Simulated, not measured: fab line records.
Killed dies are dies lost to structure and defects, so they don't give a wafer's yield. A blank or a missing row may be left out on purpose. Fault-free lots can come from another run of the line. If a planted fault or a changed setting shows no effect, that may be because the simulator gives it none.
The tool behind it: which one?	flow n5Finfet	14 lots, 42 wafers sampled, at 2 steps of a route of 1938

## WHAT THE GAUGES READ, wafer by wafer
N5_BEOL_M15_CD_MEAS_10: the cd target is 360 nm.
lot	measured	on	cdNm (nm)
L999	day 11 11:08	cdSem-01	359.5 360.3 362.1
L100	day 12 14:54	cdSem-02	359.4 359.4 358.0
L103	day 12 21:59	cdSem-01	359.0 357.6 358.2
L101	day 13 01:57	cdSem-02	359.9 360.9 358.4
L109	day 14 19:22	cdSem-03	361.0 361.1 357.1
L111	day 15 05:56	cdSem-01	360.1 361.4 360.5
L115	day 15 11:36	cdSem-03	357.3 359.8 358.4
L112	day 16 06:26	cdSem-03	363.1 358.7 361.8
L116	day 16 09:32	cdSem-01	360.1 358.6 358.7
L117	day 17 15:34	cdSem-02	359.9 358.3 359.1
L119	day 18 03:55	cdSem-02	360.9 359.4 358.7
L122	day 18 19:15	cdSem-01	358.8 359.7 357.6
L121	day 18 19:43	cdSem-01	357.8 359.1 357.7
L120	day 18 19:56	cdSem-01	361.7 360.4 361.5

N5_BEOL_M15_INSPECT_12: inspects for defects (macro).
lot	measured	on	rawDefectCount
L999	day 11 11:12	defectInspect-02	0 2 0
L100	day 12 14:57	defectInspect-01	3 2 2
L103	day 12 22:03	defectInspect-02	2 5 0
L101	day 13 02:00	defectInspect-02	3 1 4
L109	day 14 19:25	defectInspect-01	2 3 1
L111	day 15 05:59	defectInspect-02	1 2 2
L115	day 15 11:39	defectInspect-01	2 4 1
L112	day 16 06:29	defectInspect-02	4 3 2
L116	day 16 09:35	defectInspect-01	1 3 1
L117	day 17 15:37	defectInspect-02	3 2 2
L119	day 18 03:58	defectInspect-02	1 0 1
L122	day 18 19:18	defectInspect-02	3 1 3
L121	day 18 19:47	defectInspect-01	4 0 5
L120	day 18 19:59	defectInspect-02	1 0 1

## EACH LOT AND THE TOOL THAT RAN IT (in order: tool; ch and the chambers of the sampled wafers; start)
The record shows no process step preceding these readings.

## WHAT THE TOOLS THEMSELVES READ (means of the sampled wafers that have a number; where no wafer has one, the mark that the record gives instead)
The record holds no such reading with a usual standard deviation.

## THE ANSWER, worked out from the rows above alone
Rule: what is usual is taken from the lots themselves. Put in order of their means at a reading, lots are off if they are a third of the lots or fewer, leave a main group of 4 or more, and stand apart from it by a gap of 3 or more times the standard deviation of the main group's means; of several such gaps the widest counts. A main group whose means are all the same, to the digits that the tables above print for the reading, isn't used. A lot without any number at a reading at which 4 lots or more have one is off too. All remaining lots with rows at the step are treated as sound. After the gauges, taken in route order, come the tools' own readings; for these a lot's mean is taken, as printed above. The first step at which some lot is off is used, and at that step the reading that is off furthest; a lot without a number counts as furthest.
No lot is off on any of the readings shown, so nothing can be concluded from this.

## WHAT THE SIMULATOR HAD INSERTED
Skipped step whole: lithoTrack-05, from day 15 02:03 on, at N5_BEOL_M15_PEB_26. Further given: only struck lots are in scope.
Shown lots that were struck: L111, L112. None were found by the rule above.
